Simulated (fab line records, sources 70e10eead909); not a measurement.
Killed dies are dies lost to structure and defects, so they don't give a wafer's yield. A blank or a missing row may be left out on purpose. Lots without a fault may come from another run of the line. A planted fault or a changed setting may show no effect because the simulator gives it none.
fab line records | flow nand_harc
record lots=6 wafers=17 last_day=26
route steps=1159 shown A_STAIRCASE@736 A_SGD_CUT@747 END@1159
lots that met no fault: from a run of the same line without faults
start_h: hours from the record's first day to the start of the lot's first wafer shown | wait_h: hours since the lot's step before | " the same as in the row above | L1.1+2: a row that stands for several wafers | - no value, or no start given | * or withheld: withheld | < > ~ a bound
route shown NAME@n: a module of which the file shows steps, and the number in the route of the first | usual: mean/standard deviation of fault-free wafers | same: alike in all rows | chamber/n: place in a boat | sites: the reading at each site | _std_site: their standard deviation | _edge_site: outer sites' mean less inner sites' | radius_mm: how far each site lies from the wafer's centre | mask NAME#n: copy n | behind: the tool/chamber that last shaped the wafer | hold: why the lot was held/for how many hours/how that ended | device: the transistor (n, p or np) that didn't switch | end of line: the same wafers' tests at the end of the route | a step without rows: its recipe alone | killed: dies lost to structure and defects at the first sort, not the wafer's yield | map: a wafer's dies, x killed, . not, _ none there
set.NAME: the setting as run; set.NAME@STEP: as run at that earlier step | model.NAME: the simulator's own value behind a step, which no gauge read
lots at some steps of the route; a table a step, a row a wafer
services: from which hour (start_h, from the record's first day; less than 0 if before it) a tool's chamber was out of use, for how many hours, and why
## steps
# step NHARC_A_STAIRCASE_SRD_154
# step NHARC_A_STAIRCASE_ETCH_403
# recipe target_depth_a=1082 chemistry=dHF material=SiO2
# step NHARC_A_STAIRCASE_ETCHBACK_422
# recipe target_depth_a=400 over_etch_frac=0.3 time_s=74.286 ion_energy_ev=120 ch3f_flow_sccm=50 o2_flow_sccm=30 ar_flow_sccm=200 rf_w=500 bias_w=100 chemistry=CH3F/O2
# step NHARC_A_STAIRCASE_ETCH_423
# recipe target_depth_a=300 chemistry=dHF material=SiO2
# step NHARC_A_STAIRCASE_ETCHBACK_157
# recipe target_depth_a=900 over_etch_frac=0.3 time_s=167.14 ion_energy_ev=120 ch3f_flow_sccm=50 o2_flow_sccm=30 ar_flow_sccm=200 rf_w=500 bias_w=100 chemistry=CH3F/O2
# step NHARC_A_STAIRCASE_STRIP_475
# recipe time_s=20 o2_flow_sccm=500 ar_flow_sccm=0 bias_w=0 chemistry=O2
# step NHARC_A_STAIRCASE_DEP_471
# recipe target_thk_a=1000 temp_c=400 pressure_torr=6.5 rf_w=900 teos_flow_sccm=161.4 flow_sccm=2650 target_thk_nm=100 gas=O2 material=SiO2
# step NHARC_A_STAIRCASE_CMP_472
# recipe material=SiO2
# usual motor_current_A=12.2/1.2
# columns lot.wafer tool chamber start_h wait_h motor_current_A
L984.3 cmp-04 1 290.27 0.2 12.8
L984.2 " 2 " " 12.9
L984.4 " 3 " " 10.8
L985.4 cmp-03 0 322.66 0.1 11.7
L985.1 " 2 " " 12.8
L985.5 " 0 " " 11.8
L988.3 cmp-03 2 325.19 0.2 13.8
L988.2 " 0 " " 11.6
L988.6 " 3 " " 14.2
L992.1 cmp-02 0 364.40 0.2 13.7
L992.3 " 2 " " 10.2
L992.5 " 1 " " 11.5
L996.2 cmp-02 3 375.32 0.2 12.6
L996.5 " 2 " " 10.3
L100.4 cmp-04 2 392.89 0.1 13.3
L100.3 " 3 " " 11.4
L100.6 " 2 " " 13.3
# step NHARC_A_STAIRCASE_SRD_474
# step NHARC_A_STAIRCASE_INSPECT_155
# usual raw_defect_count=370/140
# columns lot.wafer tool chamber start_h wait_h raw_defect_count
L984.2 defect_inspect-01 - 290.60 0.1 282
L984.3 " - " " 290
L984.4 " - " " 244
L985.1 defect_inspect-02 - 322.98 0.1 294
L985.4 " - " " 313
L985.5 " - " " 321
L988.2 defect_inspect-01 - 325.53 0.1 294
L988.3 " - " " 365
L988.6 " - " " 226
L992.1 defect_inspect-02 - 364.74 0.1 543
L992.3 " - " " 430
L992.5 " - " " 609
L996.2 defect_inspect-01 - 375.64 0.1 361
L996.5 " - " " 249
L100.3 defect_inspect-01 - 393.23 0.1 278
L100.4 " - " " 425
L100.6 " - " " 306
# step NHARC_A_SGD_CUT_DEP_00
# recipe target_thk_a=500 temp_c=400 target_thk_nm=50 flow_sccm=200 rf_w=450 material=SiNx
# usual heater_power_w=682/70
# columns lot.wafer tool chamber start_h wait_h heater_power_w
L984.3 pecvd-04 1 290.72 0.1 613
L984.2 " 2 " " 719
L984.4 " 1 " " 625
L985.1 pecvd-04 0 323.09 0.1 752
L985.4 " 1 " " 647
L985.5 " 0 " " 736
L988.3 pecvd-03 1 325.63 0.1 525
L988.2 " 2 " " 715
L988.6 " 0 " " 626
L992.3 pecvd-04 1 364.81 0.1 605
L992.1 " 0 " " 770
L992.5 " 1 " " 589
L996.2 pecvd-04 2 375.73 0.1 659
L996.5 " 1 " " 556
L100.3 pecvd-03 2 393.36 0.1 741
L100.4 " 0 " " 650
L100.6 " 2 " " 755
# step NHARC_A_SGD_CUT_DEHYDRATE_01
# recipe temp_c=150 time_s=120
# step NHARC_A_SGD_CUT_HMDS_02
# recipe time_s=30
# step NHARC_A_SGD_CUT_COAT_56
# recipe temp_c=260 time_s=75
# step NHARC_A_SGD_CUT_COAT_57
# recipe temp_c=225 time_s=65
# step NHARC_A_SGD_CUT_COAT_03
# recipe spin_rpm=1500 resist_thk_nm=90
# step NHARC_A_SGD_CUT_SOFTBAKE_04
# recipe temp_c=105 time_s=55
# step NHARC_A_SGD_CUT_EBR_05
# step NHARC_A_SGD_CUT_EXPOSE_06
# recipe na=1.35 dose_mj=85.59 mask_id=SGD
# step NHARC_A_SGD_CUT_PEB_07
# recipe peb_temp_c=100 peb_time_s=65
# step NHARC_A_SGD_CUT_DEVELOP_08
# recipe develop_time_s=35 dev_temp_c=23
# step NHARC_A_SGD_CUT_CD_MEAS_09
# recipe target_cd_nm=100 landing_energy_ev=500
# usual cd_nm=99.9/0.49
# columns lot.wafer tool chamber start_h wait_h cd_nm
L984.2 cd_sem-02 0 291.42 - 99.4
L984.3 " 0 " " 99.5
L984.4 " 0 " " 99.7
L985.1 cd_sem-03 0 323.85 - 100.2
L985.4 " 0 " " 99.9
L985.5 " 0 " " 100.2
L988.2 cd_sem-01 0 326.33 - 100.1
L988.3 " 0 " " 100.0
L988.6 " 0 " " 100.0
L992.1 cd_sem-02 0 365.40 - 100.1
L992.3 " 0 " " 100.4
L992.5 " 0 " " 100.7
L996.2 cd_sem-01 0 376.31 - 99.5
L996.5 " 0 " " 99.8
L100.3 cd_sem-01 0 394.03 - 99.7
L100.4 " 0 " " 99.5
L100.6 " 0 " " 100.0
# step NHARC_A_SGD_CUT_OVL_MEAS_10
# usual overlay_x_nm=0.1/0.92 overlay_y_nm=0.0/0.74
# columns lot.wafer tool chamber start_h wait_h overlay_x_nm overlay_y_nm
L984.2 overlay-02 - 291.51 - 1.4 -0.4
L984.3 " - " " 1.4 -0.2
L984.4 " - " " 1.2 -0.5
L985.1 overlay-02 - 323.96 - -1.2 -0.2
L985.4 " - " " -1.2 0.3
L985.5 " - " " -1.3 -0.1
L988.2 overlay-01 - 326.42 - 0.6 1.6
L988.3 " - " " 0.7 0.8
L988.6 " - " " 0.7 0.8
L992.1 overlay-02 - 365.49 - 0.1 -0.9
L992.3 " - " " -0.1 -0.9
L992.5 " - " " 0.0 -0.5
L996.2 overlay-02 - 376.41 - -0.5 1.0
L996.5 " - " " -0.8 0.7
L100.3 overlay-02 - 394.11 - 1.4 0.6
L100.4 " - " " 1.1 0.0
L100.6 " - " " 1.1 -0.1
# step NHARC_A_SGD_CUT_INSPECT_11
# usual raw_defect_count=20/11
# columns lot.wafer tool chamber start_h wait_h raw_defect_count
L984.2 defect_inspect-01 - 291.54 0.0 16
L984.3 " - " " 12
L984.4 " - " " 16
L985.1 defect_inspect-02 - 323.99 0.0 41
L985.4 " - " " 28
L985.5 " - " " 33
L988.2 defect_inspect-01 - 326.45 0.0 18
L988.3 " - " " 23
L988.6 " - " " 16
L992.1 defect_inspect-02 - 365.53 0.0 25
L992.3 " - " " 27
L992.5 " - " " 23
L996.2 defect_inspect-01 - 376.45 0.0 10
L996.5 " - " " 7
L100.3 defect_inspect-01 - 394.15 0.0 29
L100.4 " - " " 37
L100.6 " - " " 32
# step NHARC_A_SGD_CUT_DESCUM_14
# recipe time_s=3 o2_flow_sccm=200 ar_flow_sccm=0 bias_power_w=0 chemistry=O2
# usual drypump_motor_current_A=5.5/0.4 oes_product_au=1.000/0.0082 rf_vpp_V=57.9/0.84 showerhead_plenum_p_Torr=1.92/0.083 throttle_valve_pct=11.313/0.0099
# same bias_power_w=0
# columns lot.wafer tool chamber start_h wait_h drypump_motor_current_A oes_product_au rf_hours_counter_h rf_vpp_V showerhead_plenum_p_Torr throttle_valve_pct
L984.4 rie_diel-05 1 291.60 0.1 6.2 1.007 7 57.3 1.90 11.317
L984.2 " 3 " " 5.1 1.019 8 56.7 1.93 11.301
L984.3 " 0 " " 5.2 1.024 8 57.6 1.89 11.306
L985.4 rie_diel-05 1 324.05 0.1 6.2 0.997 9 55.9 1.89 11.317
L985.1 " 2 " " 5.1 1.013 10 57.4 1.81 11.318
L985.5 " 1 " " 6.2 0.999 - 57.4 1.89 11.327
L988.3 rie_diel-06 1 326.52 0.1 6.2 1.000 7 57.9 2.05 11.302
L988.2 " 2 " " 5.6 0.980 11 57.4 1.90 11.307
L988.6 " 0 " " 5.8 1.008 - 56.5 1.78 11.312
L992.3 rie_diel-06 1 365.61 0.1 6.1 0.995 9 57.8 2.05 11.314
L992.1 " 2 " " 5.6 0.991 13 56.8 1.90 11.301
L992.5 " 3 " " 5.1 0.989 - 59.6 2.04 11.318
L996.2 rie_diel-08 2 376.52 0.1 5.9 0.996 3 58.4 2.04 11.315
L996.5 " 1 " " 5.2 1.007 - 59.2 1.95 11.321
L100.3 rie_diel-05 2 394.22 0.1 5.1 1.012 2 56.3 1.81 11.309
L100.4 " 3 " " 5.2 1.008 2 57.8 1.93 11.290
L100.6 " 0 " " 5.1 1.000 - 58.5 1.89 11.319
# step NHARC_A_SGD_CUT_ETCH_58
# recipe target_depth_a=390 over_etch_frac=0.3 time_s=65 ion_energy_ev=80 cf4_flow_sccm=150 ar_flow_sccm=0 rf_w=300 bias_w=100 chemistry=CF4
# usual cf4_flow_sccm=150.0/0.44 drypump_motor_current_A=5.5/0.4 oes_product_au=1.001/0.0074 rf_vpp_V=151.4/1.1 showerhead_plenum_p_Torr=1.78/0.071 throttle_valve_pct=13.284/0.0089
# columns lot.wafer tool chamber start_h wait_h cf4_flow_sccm drypump_motor_current_A oes_product_au rf_hours_counter_h rf_vpp_V showerhead_plenum_p_Torr throttle_valve_pct
L984.2 rie_diel-05 0 291.70 0.1 149.8 5.1 1.015 8 149.2 1.75 13.286
L984.3 " 1 " " 150.3 6.2 1.001 7 150.0 1.75 13.271
L984.4 " 2 " " 149.9 5.1 1.013 8 151.0 1.68 13.286
L985.4 rie_diel-05 0 324.14 0.1 149.9 5.1 1.013 9 150.0 1.75 13.286
L985.1 " 1 " " 150.5 6.2 1.003 9 150.7 1.75 13.275
L985.5 " 0 " " 149.9 5.1 1.009 - 151.4 1.75 13.297
L988.3 rie_diel-06 0 326.60 0.1 150.3 5.8 1.008 9 151.2 1.65 13.298
L988.2 " 2 " " 149.8 5.6 0.990 11 151.4 1.76 13.275
L988.6 " 1 " " 151.4 6.1 1.001 - 153.0 1.89 13.297
L992.1 rie_diel-06 0 365.68 0.1 150.4 5.8 1.006 11 150.4 1.65 13.279
L992.3 " 1 " " 149.6 6.1 1.009 9 153.2 1.89 13.284
L992.5 " 3 " " 150.6 5.1 0.998 - 152.2 1.88 13.275
L996.2 rie_diel-08 3 376.61 0.1 150.3 5.5 1.002 6 151.5 1.82 13.298
L996.5 " 1 " " 149.8 5.2 1.013 - 150.1 1.80 13.277
L100.4 rie_diel-05 0 394.32 0.1 150.4 5.1 0.983 2 150.1 1.75 13.282
L100.3 " 2 " " 149.6 5.1 0.992 2 150.8 1.68 13.278
L100.6 " 0 " " 150.1 5.1 1.009 - 152.5 1.75 13.275
# step NHARC_A_SGD_CUT_ETCH_59
# recipe target_depth_a=2600 over_etch_frac=0.25 time_s=406.25 ion_energy_ev=200 n2_flow_sccm=150 h2_flow_sccm=150 ar_flow_sccm=0 rf_w=400 bias_w=150 chemistry=N2/H2
# usual drypump_motor_current_A=5.5/0.4 oes_product_au=1.000/0.0073 rf_vpp_V=430.8/2.5 showerhead_plenum_p_Torr=2.05/0.086 throttle_valve_pct=14.172/0.0092
# columns lot.wafer tool chamber start_h wait_h drypump_motor_current_A oes_product_au rf_hours_counter_h rf_vpp_V showerhead_plenum_p_Torr throttle_valve_pct
L984.4 rie_diel-05 0 - - 5.1 1.015 8 429.6 2.02 14.185
L984.3 " 2 " " 5.1 1.010 8 427.3 1.93 14.174
L984.2 " 3 " " 5.2 1.010 8 431.7 2.06 14.170
L985.1 rie_diel-05 1 - - 6.2 0.990 9 430.6 2.02 14.176
L985.4 " 3 " " 5.2 1.006 10 430.1 2.06 14.177
L985.5 " 1 " " 6.2 0.995 - 430.3 2.02 14.167
L988.3 rie_diel-06 2 - - 5.6 0.994 11 431.6 2.03 14.182
L988.2 " 3 " " 5.1 0.997 10 435.2 2.18 14.173
L988.6 " 3 " " 5.2 0.999 - 433.9 2.18 14.172
L992.3 rie_diel-06 1 - - 6.1 1.001 9 436.0 2.19 14.179
L992.1 " 2 " " 5.6 0.981 13 430.1 2.03 14.165
L992.5 " 0 " " 5.8 0.997 - 427.5 1.89 14.194
L996.2 rie_diel-08 2 - - 5.9 1.002 3 435.5 2.18 14.187
L996.5 " 1 " " 5.2 1.006 - 430.7 2.08 14.174
L100.4 rie_diel-05 3 - - 5.2 1.000 2 430.5 2.06 14.180
L100.3 " 0 " " 5.1 1.008 3 431.4 2.01 14.171
L100.6 " 0 " " 5.1 1.007 - 429.6 2.01 14.179
# step NHARC_A_SGD_CUT_ETCH_15
# recipe target_depth_a=750 time_s=64.3 ch3f_flow_sccm=50 o2_flow_sccm=30 ar_flow_sccm=200 rf_w=500 bias_w=100 chemistry=CH3F/O2
# step NHARC_A_SGD_CUT_ETCH_16
# recipe target_depth_a=3105 time_s=155.2 c4f8_flow_sccm=withheld o2_flow_sccm=8 ar_flow_sccm=withheld rf_w=600 bias_w=800 chemistry=C4F8/O2/Ar
# step NHARC_A_SGD_CUT_STRIP_60
# recipe c4f8_flow_sccm=withheld o2_flow_sccm=8 ar_flow_sccm=withheld bias_w=0 chemistry=C4F8/O2/Ar
# step NHARC_A_SGD_CUT_STRIP_17
# recipe o2_flow_sccm=500 ar_flow_sccm=0 bias_w=0 chemistry=O2
# step NHARC_A_SGD_CUT_PRECLEAN_18
# recipe time_s=* temp_c=50 bath_age_min=0 chemistry=SC1
# step NHARC_A_SGD_CUT_SRD_19
# step NHARC_A_SGD_CUT_DEP_20
# recipe target_thk_a=1500 temp_c=65 material=SiO2
# step NHARC_A_SGD_CUT_ANNEAL_27
# recipe temp_c=450 time_s=1800
# step NHARC_A_SGD_CUT_CMP_21
# recipe target_thk_nm=148.19
# usual motor_current_A=12.0/1.3 time_to_endpoint_s=49.4/2.2
# columns lot.wafer tool chamber start_h wait_h motor_current_A time_to_endpoint_s
L984.4 cmp-02 2 296.89 0.4 9.7 48.0
L984.2 " 0 " " 13.5 48.7
L984.3 " 1 " " 10.4 47.5
L985.1 cmp-02 0 332.28 0.4 13.4 49.7
L985.4 " 1 " " 11.4 49.1
L985.5 " 0 " " 13.1 50.3
L988.3 cmp-01 2 332.45 0.5 13.2 49.9
L988.2 " 0 " " 10.5 50.1
L988.6 " 1 " " 14.3 49.2
L992.3 cmp-02 3 369.32 0.5 11.7 48.3
L992.1 " 1 " " 10.3 48.5
L992.5 " 3 " " 12.5 48.4
L996.2 cmp-04 0 382.04 0.4 11.0 54.4
L996.5 " 1 " " 12.8 50.8
L100.4 cmp-02 3 401.13 0.6 11.6 43.8
L100.3 " 0 " " 13.7 46.0
L100.6 " 3 " " 12.6 44.2
# step NHARC_A_SGD_CUT_SRD_23
# step NHARC_A_SGD_CUT_ETCH_26
# recipe target_depth_a=458 chemistry=dHF material=SiO2
# step NHARC_A_SGD_CUT_ETCHBACK_24
# recipe target_depth_a=500 over_etch_frac=0.3 time_s=92.857 ion_energy_ev=120 ch3f_flow_sccm=50 o2_flow_sccm=30 ar_flow_sccm=200 rf_w=500 bias_w=100 chemistry=CH3F/O2
# step NHARC_END_SORT_01
# recipe temp_c=25
# usual killed_at_array=28/11 killed_at_other=0.9/1.2 killed_at_periphery=2.6/2.1 killed_dies=31/11 killed_open=3.1/1.7 killed_short=1.9/1.3
# same gross_dies=677
# columns lot.wafer tool chamber start_h wait_h hold killed_at_array killed_at_other killed_at_periphery killed_dies killed_open killed_short
L984.2 prober-02 0 477.26 2.8 - 23 0 2 25 1 2
L984.3 prober-02 0 478.06 3.1 - 15 0 2 17 1 0
L984.4 prober-02 0 478.86 3.4 - 20 1 4 25 2 2
L985.1 prober-01 0 491.82 2.5 - 40 2 2 44 2 2
L985.4 prober-01 0 494.29 3.5 - 36 3 2 41 4 1
L985.5 prober-01 0 495.11 3.8 - 35 2 3 40 2 1
L988.2 prober-02 0 511.19 2.8 - 34 0 3 37 2 1
L988.3 prober-02 0 511.99 3.1 - 29 0 2 31 1 0
L988.6 prober-02 0 514.37 4.0 - 29 2 1 32 2 1
L992.1 prober-01 0 564.63 2.5 await_dispo/1.2h/release 672 1 4 677 3 3
L992.3 prober-01 0 566.23 3.1 await_dispo/1.2h/release 676 0 1 677 3 1
L992.5 prober-01 0 567.83 3.7 await_dispo/1.2h/release 676 1 0 677 6 4
L996.2 prober-01 0 594.39 2.8 await_dispo/4.6h/release 19 0 3 22 1 2
L996.5 prober-01 0 596.82 3.7 await_dispo/4.6h/release 674 0 3 677 6 2
L100.3 prober-01 0 610.92 3.1 - 30 1 5 36 3 4
L100.4 prober-01 0 611.72 3.4 - 31 0 1 32 2 1
L100.6 prober-01 0 613.32 4.0 - 30 2 7 39 3 3
# killed by level:class
L984.2 A_CHANNEL_HOLE_D1:chamber_film_flake=10 A_SLIT:chamber_film_flake=5 A_STAIRCASE:chamber_film_flake=3 A_CONTACT:chamber_film_flake=2 A_ONON_D1:geometric_particle:open=1 A_SGD_CUT:geometric_particle:short=1 A_CONTACT:geometric_particle:short=1 P_STI:chamber_film_flake=1
L984.3 A_CHANNEL_HOLE_D1:chamber_film_flake=8 A_SLIT:chamber_film_flake=3 A_CONTACT:chamber_film_flake=3 P_GATE:geometric_particle:open=1 P_STI:chamber_film_flake=1 A_STAIRCASE:chamber_film_flake=1
L984.4 A_CHANNEL_HOLE_D1:chamber_film_flake=9 A_STAIRCASE:chamber_film_flake=4 A_SLIT:chamber_film_flake=4 P_M0:geometric_particle:open=1 P_M1:geometric_particle:short=1 A_ONON_D1:geometric_particle:short=1 A_CONTACT:geometric_particle:open=1 P_ZERO_WELL:chamber_film_flake=1
L985.1 A_CHANNEL_HOLE_D1:chamber_film_flake=14 A_STAIRCASE:chamber_film_flake=7 A_SLIT:chamber_film_flake=5 A_CHANNEL_FILL_D1:chamber_film_flake=5 A_CONTACT:chamber_film_flake=3 A_BLC:chamber_film_flake=3 THIN_TSV:chamber_film_flake=2 P_GATE:geometric_particle:short=1
L985.4 A_CHANNEL_HOLE_D1:chamber_film_flake=14 A_STAIRCASE:chamber_film_flake=9 A_SLIT:chamber_film_flake=5 THIN_TSV:chamber_film_flake=3 A_CHANNEL_FILL_D1:chamber_film_flake=2 A_CONTACT:chamber_film_flake=2 P_GATE:geometric_particle:open=1 A_CHANNEL_HOLE_D1:geometric_particle:short=1
L985.5 A_CHANNEL_HOLE_D1:chamber_film_flake=15 A_STAIRCASE:chamber_film_flake=7 A_SLIT:chamber_film_flake=4 P_ZERO_WELL:chamber_film_flake=2 A_CHANNEL_FILL_D1:chamber_film_flake=2 A_CONTACT:chamber_film_flake=2 THIN_TSV:chamber_film_flake=2 A_CHANNEL_HOLE_D1:geometric_particle:open=1
L988.2 A_CHANNEL_HOLE_D1:chamber_film_flake=14 A_SLIT:chamber_film_flake=8 A_CONTACT:chamber_film_flake=5 A_WL_FILL:chamber_film_flake=4 P_M0:geometric_particle:short=1 A_SGD_CUT:geometric_particle:open=1 A_SLIT:geometric_particle:open=1 P_GATE:chamber_film_flake=1
L988.3 A_CHANNEL_HOLE_D1:chamber_film_flake=15 A_SLIT:chamber_film_flake=4 A_STAIRCASE:chamber_film_flake=3 A_WL_FILL:chamber_film_flake=3 A_CONTACT:chamber_film_flake=3 P_STI:chamber_film_flake=2 A_BLC:geometric_particle:open=1
L988.6 A_CHANNEL_HOLE_D1:chamber_film_flake=14 A_SLIT:chamber_film_flake=10 A_CONTACT:chamber_film_flake=2 THIN_TSV:chamber_film_flake=2 P_CONTACT:geometric_particle:open=1 A_ONON_D1:geometric_particle:short=1 A_BLC:geometric_particle:open=1 A_STAIRCASE:chamber_film_flake=1
L992.1 A_SGD_CUT:area_dep=639 A_CHANNEL_HOLE_D1:chamber_film_flake=18 A_CONTACT:chamber_film_flake=6 A_CHANNEL_FILL_D1:chamber_film_flake=3 A_CHANNEL_FILL_D1:geometric_particle:short=2 P_M1:chamber_film_flake=2 P_M0:geometric_particle:open=1 A_ONON_D1:geometric_particle:short=1
L992.3 A_SGD_CUT:area_dep=644 A_CHANNEL_HOLE_D1:chamber_film_flake=17 A_CONTACT:chamber_film_flake=8 A_CONTACT:geometric_particle:open=2 A_STAIRCASE:chamber_film_flake=2 P_CONTACT:geometric_particle:open=1 A_CHANNEL_HOLE_D1:geometric_particle:short=1 A_ZERO_WELL:chamber_film_flake=1
L992.5 A_SGD_CUT:area_dep=643 A_CHANNEL_HOLE_D1:chamber_film_flake=18 A_CONTACT:geometric_particle:open=3 A_CONTACT:chamber_film_flake=3 A_ONON_D1:geometric_particle:open=2 A_CHANNEL_HOLE_D1:geometric_particle:open=1 A_CHANNEL_FILL_D1:geometric_particle:short=1 A_WL_FILL:geometric_particle:short=1
L996.2 A_SLIT:chamber_film_flake=10 A_CHANNEL_HOLE_D1:chamber_film_flake=4 A_WL_FILL:geometric_particle:short=2 P_STI:geometric_particle:open=1 P_ZERO_WELL:chamber_film_flake=1 P_GATE:chamber_film_flake=1 A_STAIRCASE:chamber_film_flake=1 A_WL_FILL:chamber_film_flake=1
L996.5 A_SGD_CUT:area_dep=649 A_SLIT:chamber_film_flake=11 A_CHANNEL_HOLE_D1:chamber_film_flake=3 A_CHANNEL_FILL_D1:geometric_particle:open=2 A_CHANNEL_FILL_D1:chamber_film_flake=2 A_CONTACT:chamber_film_flake=2 P_CONTACT:geometric_particle:open=1 P_M0:geometric_particle:short=1
L100.3 A_CHANNEL_HOLE_D1:chamber_film_flake=17 P_M2:chamber_film_flake=5 A_STAIRCASE:chamber_film_flake=3 A_M1:chamber_film_flake=2 A_SOURCE_PLATE:geometric_particle:short=1 A_ONON_D1:geometric_particle:short=1 A_SGD_CUT:geometric_particle:open=1 A_WL_FILL:geometric_particle:short=1
L100.4 A_CHANNEL_HOLE_D1:chamber_film_flake=19 A_STAIRCASE:chamber_film_flake=5 A_CONTACT:chamber_film_flake=3 A_ONON_D1:geometric_particle:short=1 A_CONTACT:geometric_particle:open=1 A_M1:geometric_particle:open=1 P_M2:chamber_film_flake=1 A_M0:chamber_film_flake=1
L100.6 A_CHANNEL_HOLE_D1:chamber_film_flake=20 P_M2:chamber_film_flake=5 A_CONTACT:chamber_film_flake=3 A_STAIRCASE:chamber_film_flake=2 P_GATE:geometric_particle:short=1 A_ONON_D1:geometric_particle:open=1 A_CHANNEL_HOLE_D1:geometric_particle:open=1 A_CHANNEL_FILL_D1:geometric_particle:short=1
# map L992.1 (x killed, . not)
____________x____________
_________xxxxxxx_________
_______xxxxxxxxxxx_______
______xxxxxxxxxxxxx______
_____xxxxxxxxxxxxxxx_____
____xxxxxxxxxxxxxxxxx____
____xxxxxxxxxxxxxxxxx____
___xxxxxxxxxxxxxxxxxxx___
___xxxxxxxxxxxxxxxxxxx___
__xxxxxxxxxxxxxxxxxxxxx__
__xxxxxxxxxxxxxxxxxxxxx__
_xxxxxxxxxxxxxxxxxxxxxxx_
_xxxxxxxxxxxxxxxxxxxxxxx_
_xxxxxxxxxxxxxxxxxxxxxxx_
_xxxxxxxxxxxxxxxxxxxxxxx_
_xxxxxxxxxxxxxxxxxxxxxxx_
xxxxxxxxxxxxxxxxxxxxxxxxx
xxxxxxxxxxxxxxxxxxxxxxxxx
xxxxxxxxxxxxxxxxxxxxxxxxx
xxxxxxxxxxxxxxxxxxxxxxxxx
xxxxxxxxxxxxxxxxxxxxxxxxx
_xxxxxxxxxxxxxxxxxxxxxxx_
_xxxxxxxxxxxxxxxxxxxxxxx_
_xxxxxxxxxxxxxxxxxxxxxxx_
_xxxxxxxxxxxxxxxxxxxxxxx_
_xxxxxxxxxxxxxxxxxxxxxxx_
__xxxxxxxxxxxxxxxxxxxxx__
__xxxxxxxxxxxxxxxxxxxxx__
___xxxxxxxxxxxxxxxxxxx___
___xxxxxxxxxxxxxxxxxxx___
____xxxxxxxxxxxxxxxxx____
____xxxxxxxxxxxxxxxxx____
_____xxxxxxxxxxxxxxx_____
______xxxxxxxxxxxxx______
_______xxxxxxxxxxx_______
_________xxxxxxx_________
____________x____________
# map L996.5 (x killed, . not)
____________x____________
_________xxxxxxx_________
_______xxxxxxxxxxx_______
______xxxxxxxxxxxxx______
_____xxxxxxxxxxxxxxx_____
____xxxxxxxxxxxxxxxxx____
____xxxxxxxxxxxxxxxxx____
___xxxxxxxxxxxxxxxxxxx___
___xxxxxxxxxxxxxxxxxxx___
__xxxxxxxxxxxxxxxxxxxxx__
__xxxxxxxxxxxxxxxxxxxxx__
_xxxxxxxxxxxxxxxxxxxxxxx_
_xxxxxxxxxxxxxxxxxxxxxxx_
_xxxxxxxxxxxxxxxxxxxxxxx_
_xxxxxxxxxxxxxxxxxxxxxxx_
_xxxxxxxxxxxxxxxxxxxxxxx_
xxxxxxxxxxxxxxxxxxxxxxxxx
xxxxxxxxxxxxxxxxxxxxxxxxx
xxxxxxxxxxxxxxxxxxxxxxxxx
xxxxxxxxxxxxxxxxxxxxxxxxx
xxxxxxxxxxxxxxxxxxxxxxxxx
_xxxxxxxxxxxxxxxxxxxxxxx_
_xxxxxxxxxxxxxxxxxxxxxxx_
_xxxxxxxxxxxxxxxxxxxxxxx_
_xxxxxxxxxxxxxxxxxxxxxxx_
_xxxxxxxxxxxxxxxxxxxxxxx_
__xxxxxxxxxxxxxxxxxxxxx__
__xxxxxxxxxxxxxxxxxxxxx__
___xxxxxxxxxxxxxxxxxxx___
___xxxxxxxxxxxxxxxxxxx___
____xxxxxxxxxxxxxxxxx____
____xxxxxxxxxxxxxxxxx____
_____xxxxxxxxxxxxxxx_____
______xxxxxxxxxxxxx______
_______xxxxxxxxxxx_______
_________xxxxxxx_________
____________x____________
## services
# columns tool chamber start_h hours kind
pecvd-04 0 274.09 13.4 repair
pecvd-03 - 292.00 13.0 pm
cmp-01 - 292.64 1.4 repair
cmp-04 - 301.00 4.0 pm
rie_diel-08 1 301.77 1.6 repair
rie_diel-08 - 301.86 9.0 pm
cmp-02 - 305.59 0.8 repair
cmp-01 - 307.20 4.0 pm
pecvd-04 2 307.32 17.4 repair
pecvd-03 0 308.58 4.4 repair
cmp-02 - 324.50 4.0 pm
cmp-01 - 325.06 2.0 repair
rie_diel-05 2 331.45 1.7 repair
rie_diel-05 - 340.60 9.0 pm
cmp-04 - 340.62 2.0 repair
cmp-01 - 340.92 0.9 repair
cmp-03 - 343.68 1.7 repair
cmp-02 - 346.26 1.5 repair
cmp-03 - 352.00 4.0 pm
cmp-01 - 366.20 2.4 repair
pecvd-04 - 376.00 13.0 pm
cmp-02 - 391.66 2.3 repair
cmp-04 - 399.00 4.0 pm
cmp-03 - 400.19 0.3 repair
## key
first_sign step=NHARC_END_SORT_01 reading=killed_at_array direction=up sigmas=60 usual=28 struck=674
effect step=NHARC_END_SORT_01 reading=killed_dies direction=up sigmas=60 usual=31 struck=677
more_kills_born_at NHARC_A_SGD_CUT_DEP_00@pecvd-04=2575
met_at NHARC_A_SGD_CUT_DEP_00
struck_wafers L992.1,L992.3,L992.5,L996.5
later_rows_left_out L992.1,L992.3,L992.5,L996.5
tester_left_out L992,L996
onset_between 323.09 364.81
fault kind=process_parameter_drift tool=pecvd-04 chamber=- onset_h=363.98 steps=NHARC_A_SGD_CUT_DEP_00 channel=target_thk_nm offset=17.764 shape=step end_h=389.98 scope=struck_wafers_only acts_in=these_recipes_only stated=50
# tester_left_out: of these lots the tester's yield and bins aren't shown, on N5 and GAA mostly nor the transistor test; their killed dies are dies lost to structure and defects alone, not to doping, threshold or leakage, so they don't give the yield
# later_rows_left_out: the simulator's readings of these wafers behind a module that went badly wrong aren't trusted and aren't shown, but for the sort
